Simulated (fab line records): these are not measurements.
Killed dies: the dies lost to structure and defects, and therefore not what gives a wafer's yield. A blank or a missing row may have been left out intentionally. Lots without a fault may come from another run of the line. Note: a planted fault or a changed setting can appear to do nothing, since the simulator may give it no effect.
Split-lot trial -- flow n5_finfet -- route with 1938 steps; 7 lots, 39 wafers read

## THE SPLIT ITSELF
At N5_MOL_CONTACT_COAG_ETCH_106 (etches SOC in N2/H2, target depth 80 nm, overetch 16 nm, time 120 s), the setting source_w was moved away from the recipe's 840 W on 9 of the 39 wafers read, by -18.7% to +5.8%. All remaining wafers had this setting at the recipe value.

The reading is taken at the split's own step.

## THE READING
rf_vpp_V, in V, at N5_MOL_CONTACT_COAG_ETCH_106 (etches SOC in N2/H2, target depth 80 nm, overetch 16 nm, time 120 s). Typical for fault-free wafers on this fab line: 525.3 V, with standard deviation 2.5 V.

wafer,"tool, chamber at the split","source_w as run, W",against the recipe,"rf_vpp_V, V",against lot-mates on the recipe
L076.1,"rie_diel-05, 3",840,recipe,525.3,-
L076.2,"rie_diel-05, 1",888.9,+5.8%,513.1,-13.4
L076.3,"rie_diel-05, 2",840,recipe,526.9,-
L076.4,"rie_diel-05, 0",840,recipe,527.2,-
L076.5,"rie_diel-05, 2",888.9,+5.8%,515.8,-10.7
L076.6,"rie_diel-05, 3",888.9,+5.8%,519.4,-7.1
L077.1,"rie_diel-02, 3",840,recipe,528.1,-
L077.2,"rie_diel-02, 2",840,recipe,520.5,-
L077.4,"rie_diel-02, 1",840,recipe,522.1,-
L083.1,"rie_diel-02, 2",707.1,-15.8%,550.2,+24.8
L083.2,"rie_diel-02, 0",707.1,-15.8%,558.3,+32.9
L083.3,"rie_diel-02, 3",707.1,-15.8%,557.4,+32.0
L083.4,"rie_diel-02, 1",840,recipe,522.5,-
L083.5,"rie_diel-02, 0",840,recipe,526.6,-
L083.6,"rie_diel-02, 3",840,recipe,527.1,-
L086.1,"rie_diel-05, 1",840,recipe,521.5,-
L086.2,"rie_diel-05, 3",840,recipe,526.0,-
L086.3,"rie_diel-05, 0",840,recipe,527.1,-
L086.4,"rie_diel-05, 2",840,recipe,526.2,-
L086.5,"rie_diel-05, 1",840,recipe,522.3,-
L086.6,"rie_diel-05, 0",840,recipe,525.7,-
L089.1,"rie_diel-05, 0",840,recipe,527.7,-
L089.2,"rie_diel-05, 2",840,recipe,526.4,-
L089.3,"rie_diel-05, 1",840,recipe,521.8,-
L089.4,"rie_diel-05, 3",840,recipe,525.9,-
L089.5,"rie_diel-05, 3",840,recipe,526.0,-
L089.6,"rie_diel-05, 2",840,recipe,527.0,-
L090.1,"rie_diel-05, 3",683.2,-18.7%,565.0,+40.4
L090.2,"rie_diel-05, 0",683.2,-18.7%,565.5,+40.9
L090.3,"rie_diel-05, 1",840,recipe,521.9,-
L090.4,"rie_diel-05, 2",840,recipe,526.2,-
L090.5,"rie_diel-05, 1",683.2,-18.7%,558.6,+34.0
L090.6,"rie_diel-05, 2",840,recipe,525.7,-
L096.1,"rie_diel-02, 0",840,recipe,526.1,-
L096.2,"rie_diel-02, 3",840,recipe,527.5,-
L096.3,"rie_diel-02, 2",840,recipe,529.0,-
L096.4,"rie_diel-02, 1",840,recipe,520.7,-
L096.5,"rie_diel-02, 1",840,recipe,522.7,-
L096.6,"rie_diel-02, 2",840,recipe,528.8,-

THE FIT
A straight line over all 39 wafers: rf_vpp_V changes by -1.94 V for each +1% of source_w; r = -0.98; the points scatter about the line by 2.8 V.
The same after taking each lot's own level away (the mean of its wafers on the recipe; 39 wafers): -1.97 V for each +1%; r = -0.98; scatter 2.7 V.
Per that fit: largest source_w move, reading shift of 37 V.
The span of the lots' own levels, 523.57 to 526.47 V, comes to 1.2 times the standard deviation stated above.
Consequently the slope shifts little with the lot-to-lot level, the two slopes agreeing.
Check: for one of the wafers moved furthest among these (-18.7%), held out of the fit, the line's prediction against its lot-mates is +36.1 V. It came out at +40.4 V against them.
Tool readings at the split's step, against how far the setting was moved: rf_vpp_V r = -0.98.

## FURTHER SPLITS ON THESE WAFERS
These wafers also went through other splits before the reading. Each is held against what the fit with the lots' levels taken away leaves over:
other split on the same wafers,wafers away from the commonest value,r with rf_vpp_V (lot level and that fit taken away)
N5_FIN_SAQP_ETCH_52 source_w,15,-0.17
N5_DUMMY_GATE_ETCH_37 source_w,15,-0.12
N5_DUMMY_GATE_ETCH_31 target_depth_a,12,-0.19
N5_DUMMY_GATE_ETCH_42 bias_w,15,-0.11
N5_SD_EPI_P_EPI_21 time_s,9,+0.06

## THE WHOLE CHAIN: every reading that the file lists as answering this split, in the file's order
step,what it does,reading,change (the file's fit),r (the file's)
N5_MOL_CONTACT_COAG_ETCH_106,"etches SOC in N2/H2, target depth 80 nm, overetch 16 nm, time 120 s",rf_vpp_V,-1.98 V for each +1% of the setting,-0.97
N5_MOL_CONTACT_COAG_ETCH_106,"etches SOC in N2/H2, target depth 80 nm, overetch 16 nm, time 120 s","SiARC_of_MOL_CONTACT_COAG_COAT_104.thk_nm (the simulator's own value, which no gauge read)",-0.0329 nm for each +1% of the setting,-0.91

## FILE'S OWN FIT
rf_vpp_V changes by -1.98 V for each +1% of source_w, r = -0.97.
